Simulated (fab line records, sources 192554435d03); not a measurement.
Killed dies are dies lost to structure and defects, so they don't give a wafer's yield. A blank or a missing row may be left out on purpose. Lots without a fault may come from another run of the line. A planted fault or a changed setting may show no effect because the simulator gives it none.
Which tool did it? | flow n5_finfet | 10 lots, 30 wafers sampled, at 5 steps of a route of 1938

WHAT THE GAUGES READ, wafer by wafer
N5_WELL_APT_CD_MEAS_08: target cd 200 nm. Usual: cd_nm 199.7 nm, standard deviation 1.3.
lot  | measured    | on        | cd_nm (nm)        | flag
L101 | day 1 13:36 | cd_sem-01 | 199.9 199.5 200.4 |
L102 | day 1 19:41 | cd_sem-01 | 200.1 200.2 199.5 |
L105 | day 2 13:47 | cd_sem-02 | 199.4 200.6 201.6 |
L106 | day 2 19:37 | cd_sem-02 | 200.2 200.2 198.5 |
L108 | day 3 07:34 | cd_sem-03 | 196.1 197.4 198.2 |
L109 | day 3 13:41 | cd_sem-03 | 199.9 199.1 200.7 |
L114 | day 4 20:29 | cd_sem-01 | 199.7 199.1 198.8 |
L116 | day 5 07:57 | cd_sem-02 | 199.6 199.7 199.5 |
L122 | day 6 19:37 | cd_sem-02 | 201.7 200.7 201.4 |
L124 | day 7 07:46 | cd_sem-02 | 199.2 199.6 200.5 |

N5_WELL_APT_CD_MEAS_25: target cd 200 nm. Usual: cd_nm 199.7 nm, standard deviation 1.4.
lot  | measured    | on        | cd_nm (nm)        | flag
L101 | day 1 14:46 | cd_sem-03 | 196.9 197.5 198.1 |
L102 | day 1 21:01 | cd_sem-03 | 200.6 199.8 199.6 |
L105 | day 2 14:55 | cd_sem-02 | 199.0 200.5 198.3 |
L106 | day 2 20:51 | cd_sem-01 | 200.4 200.8 199.4 |
L108 | day 3 08:50 | cd_sem-01 | 198.8 200.8 200.2 |
L109 | day 3 14:56 | cd_sem-03 | 199.9 198.7 201.1 |
L114 | day 4 21:38 | cd_sem-01 | 197.4 201.6 199.2 |
L116 | day 5 09:12 | cd_sem-02 | 200.2 199.6 201.4 |
L122 | day 6 20:55 | cd_sem-02 | 199.5 199.4 199.8 |
L124 | day 7 09:03 | cd_sem-03 | 201.2 199.2 197.4 |

N5_BEOL_M4_RC_MEAS_101. Usual: DIBL_N 36.1 mV/V, standard deviation 1.3; DIBL_P 36.3 mV/V, standard deviation 1.4; IOFF_N 0.162 nA/um, standard deviation 0.024; IOFF_P 0.22 nA/um, standard deviation 0.033; ION_N 674 uA/um, standard deviation 9.9; ION_P 464 uA/um, standard deviation 7.6; RS_NWELL 1038 ohm/sq, standard deviation 7.4; SS_N 71.6 mV/dec, standard deviation 0.53; SS_P 73.4 mV/dec, standard deviation 0.55; VT_N 249.4 mV, standard deviation 2.9; VT_P -249 mV, standard deviation 3.3.
lot  | measured     | on        | DIBL_N (mV/V)  | DIBL_P (mV/V)  | IOFF_N (nA/um)    | IOFF_P (nA/um) | ION_N (uA/um) | ION_P (uA/um) | RS_NWELL (ohm/sq) | SS_N (mV/dec)  | SS_P (mV/dec)  | VT_N (mV)         | VT_P (mV)      | flag
L101 | day 7 22:31  | prober-02 | 36.7 37.0 36.6 | 36.0 36.1 36.4 | 0.138 0.136 0.138 | 0.19 0.19 0.19 | 660 654 662   | 454 448 456   | 1046 1050 1045    | 71.7 71.4 71.4 | 73.4 73.6 73.4 | 253.4 254.5 252.0 | -253 -252 -251 |
L102 | day 8 04:13  | prober-02 | 37.1 36.4 35.0 | 37.7 37.5 34.8 | 0.190 0.172 0.144 | 0.26 0.24 0.20 | 702 674 669   | 481 467 463   | 1030 1030 1034    | 72.4 71.5 71.5 | 73.6 73.7 73.3 | 245.7 248.4 249.2 | -245 -245 -250 |
L105 | day 8 19:02  | prober-01 | 36.3 35.9 36.3 | 35.9 35.8 35.8 | 0.191 0.176 0.186 | 0.26 0.26 0.26 | 679 675 693   | 470 474 477   | 1044 1036 1036    | 71.9 72.2 71.1 | 74.5 74.1 73.0 | 246.7 245.9 243.3 | -245 -245 -245 |
L106 | day 9 03:22  | prober-02 | 37.0 36.8 36.0 | 37.8 37.4 36.9 | 0.167 0.158 0.138 | 0.19 0.18 0.18 | 665 665 663   | 454 453 456   | 1038 1031 1031    | 71.7 70.7 71.4 | 73.1 73.3 72.8 | 249.9 250.6 255.4 | -253 -257 -253 |
L108 | day 9 10:22  | prober-01 | 36.7 36.6 37.6 | 37.3 36.2 37.2 | 0.166 0.155 0.177 | 0.20 0.20 0.21 | 670 672 670   | 454 460 452   | 1041 1037 1042    | 70.2 71.3 71.9 | 72.8 72.9 73.0 | 248.5 248.3 248.4 | -250 -255 -252 |
L109 | day 10 02:08 | prober-01 | 34.5 35.7 36.3 | 33.5 34.1 35.7 | 0.134 0.153 0.169 | 0.20 0.20 0.23 | 664 668 689   | 462 464 473   | 1043 1043 1053    | 71.1 71.3 72.2 | 73.3 72.7 73.8 | 250.1 248.3 248.7 | -252 -248 -247 |
L114 | day 11 04:33 | prober-01 | 36.6 35.9 36.6 | 37.9 36.8 37.4 | 0.189 0.182 0.191 | 0.28 0.26 0.28 | 685 690 695   | 477 474 486   | 985 969 968       | 71.0 71.6 71.3 | 74.2 73.8 73.7 | 245.0 246.8 247.2 | -242 -244 -245 | OFF
L116 | day 11 15:52 | prober-02 | 36.3 35.5 35.6 | 37.9 36.5 36.2 | 0.187 0.165 0.168 | 0.27 0.24 0.23 | 687 667 673   | 469 461 464   | 986 983 974       | 71.6 72.0 71.6 | 74.0 73.5 73.6 | 245.8 250.1 251.1 | -246 -246 -246 | OFF
L122 | day 13 13:46 | prober-02 | 35.8 33.6 36.4 | 34.9 32.3 36.6 | 0.142 0.111 0.154 | 0.22 0.18 0.24 | 675 654 683   | 465 461 470   | 1033 1034 1038    | 71.0 71.4 71.3 | 72.7 72.7 73.4 | 249.5 252.1 250.5 | -246 -250 -246 |
L124 | day 13 09:01 | prober-01 | 36.1 33.7 37.4 | 37.0 33.6 37.4 | 0.164 0.123 0.182 | 0.22 0.18 0.22 | 672 669 674   | 464 464 459   | 1043 1040 1037    | 70.8 70.5 72.0 | 73.1 72.3 73.4 | 251.3 252.1 246.8 | -248 -251 -249 |

WHICH TOOL RAN EACH LOT (tool, then ch and the chambers of the sampled wafers, then the start)
lot  | N5_WELL_APT_IMPLANT_14         | N5_WELL_APT_EPI_41
L101 | implanter-02 ch 0, day 1 13:50 | epi_rpcvd-04 ch 0, day 1 16:10
L102 | implanter-02 ch 0, day 1 20:08 | epi_rpcvd-04 ch 0, day 1 22:52
L105 | implanter-02 ch 0, day 2 14:01 | epi_rpcvd-04 ch 0, day 2 16:07
L106 | implanter-02 ch 0, day 2 19:49 | epi_rpcvd-04 ch 0, day 2 22:18
L108 | implanter-01 ch 0, day 3 07:46 | epi_rpcvd-04 ch 0, day 3 10:35
L109 | implanter-02 ch 0, day 3 13:55 | epi_rpcvd-03 ch 0, day 3 16:08
L114 | implanter-02 ch 0, day 4 20:43 | epi_rpcvd-04 ch 0, day 4 22:53
L116 | implanter-02 ch 0, day 5 08:10 | epi_rpcvd-04 ch 0, day 5 10:36
L122 | implanter-01 ch 0, day 6 19:54 | epi_rpcvd-02 ch 0, day 6 22:49
L124 | implanter-01 ch 0, day 7 08:02 | epi_rpcvd-04 ch 0, day 7 10:41
- N5_WELL_APT_IMPLANT_14
- N5_WELL_APT_EPI_41: deposits Si from SiH4/H2, target thk 50 nm, time 297.7 s.

WHAT THE TOOLS THEMSELVES READ (means of the sampled wafers that have a number; where no wafer has one, the mark that the record gives instead)
N5_WELL_APT_IMPLANT_14. Usual: beam_on_s 10.00 s, standard deviation 0.19; dose_ions_cm2 1.5001e+13, standard deviation 1.9e+10; faraday_current_uA 190, standard deviation 3.6.
lot  | tool         | beam_on_s (s) | dose_ions_cm2 | faraday_current_uA | flag
L101 | implanter-02 | 10.04         | 1.5001e+13    | 190                |
L102 | implanter-02 | 9.95          | 1.5012e+13    | 192                |
L105 | implanter-02 | 9.91          | 1.4999e+13    | 192                |
L106 | implanter-02 | 9.88          | 1.4994e+13    | 192                |
L108 | implanter-01 | 10.02         | 1.4985e+13    | 190                |
L109 | implanter-02 | 10.02         | 1.5013e+13    | 189                |
L114 | implanter-02 | 9.77          | 1.6808e+13    | 218                | OFF
L116 | implanter-02 | 10.12         | 1.6800e+13    | 211                | OFF
L122 | implanter-01 | 10.07         | 1.4993e+13    | 189                |
L124 | implanter-01 | 9.92          | 1.4989e+13    | 192                |

N5_WELL_APT_EPI_41. Usual: lamp_inner_pct 13.9 %, standard deviation 0.75; susceptor_temp_C 649.97 C, standard deviation 0.28; throttle_valve_pct 11.19 %, standard deviation 0.22.
lot  | tool         | lamp_inner_pct (%) | susceptor_temp_C (C) | throttle_valve_pct (%) | flag
L101 | epi_rpcvd-04 | 14.3               | 649.96               | 11.04                  |
L102 | epi_rpcvd-04 | 14.3               | 649.84               | 11.07                  |
L105 | epi_rpcvd-04 | 14.3               | 649.73               | 11.20                  |
L106 | epi_rpcvd-04 | 14.4               | 649.88               | 11.11                  |
L108 | epi_rpcvd-04 | 14.3               | 649.60               | 11.13                  |
L109 | epi_rpcvd-03 | 12.7               | 649.98               | 11.46                  |
L114 | epi_rpcvd-04 | 14.5               | 649.78               | 10.99                  |
L116 | epi_rpcvd-04 | 14.3               | 650.03               | 11.05                  |
L122 | epi_rpcvd-02 | 14.9               | 650.07               | 11.78                  |
L124 | epi_rpcvd-04 | 14.3               | 650.14               | 11.08                  |

THE ANSWER, worked out from the rows above alone
Rule: a lot is off if the mean of its wafers that have a number lies more than 3 standard deviations from the usual mean. A lot without any number at a reading at which 4 lots or more have one is off too. The other lots that the step has rows for count as sound. The gauges are gone through in route order, then the tools' own readings, and for those a lot's mean is taken as printed above. The first step at which some lot is off is used, and at that step the reading that is off furthest; a lot without a number counts as furthest.
Off: L114, L116, at N5_BEOL_M4_RC_MEAS_101 (RS_NWELL).
A tool fits if, at a process step before that reading, it ran every lot that is off, and no sound lot after the first of them. The gauges at N5_BEOL_M4_RC_MEAS_101 aren't tried: what is off there is off at N5_WELL_APT_IMPLANT_14 too, on other tools, and a gauge's error can't cause that. One fits: implanter-02 at N5_WELL_APT_IMPLANT_14. Its last sound lot is L109 (day 3 13:55), its first lot that is off L114 (day 4 20:43): a fault that began between those two fits.
The tool's own readings at N5_WELL_APT_IMPLANT_14 bear it out: on the lots that are off they differ by more than 5 times the standard deviation of the sound lots' means. dose_ions_cm2 reads 1.6804e+13 there against 1.4998e+13 on the sound lots; faraday_current_uA reads 214 there against 191 on the sound lots.

WHAT THE SIMULATOR HAD PUT IN
Process parameter drift: implanter-02, from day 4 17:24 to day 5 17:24, at N5_WELL_APT_IMPLANT_14. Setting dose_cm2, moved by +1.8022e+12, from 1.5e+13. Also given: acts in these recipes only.
Lots struck among those shown: L114, L116. The rule above found the same.
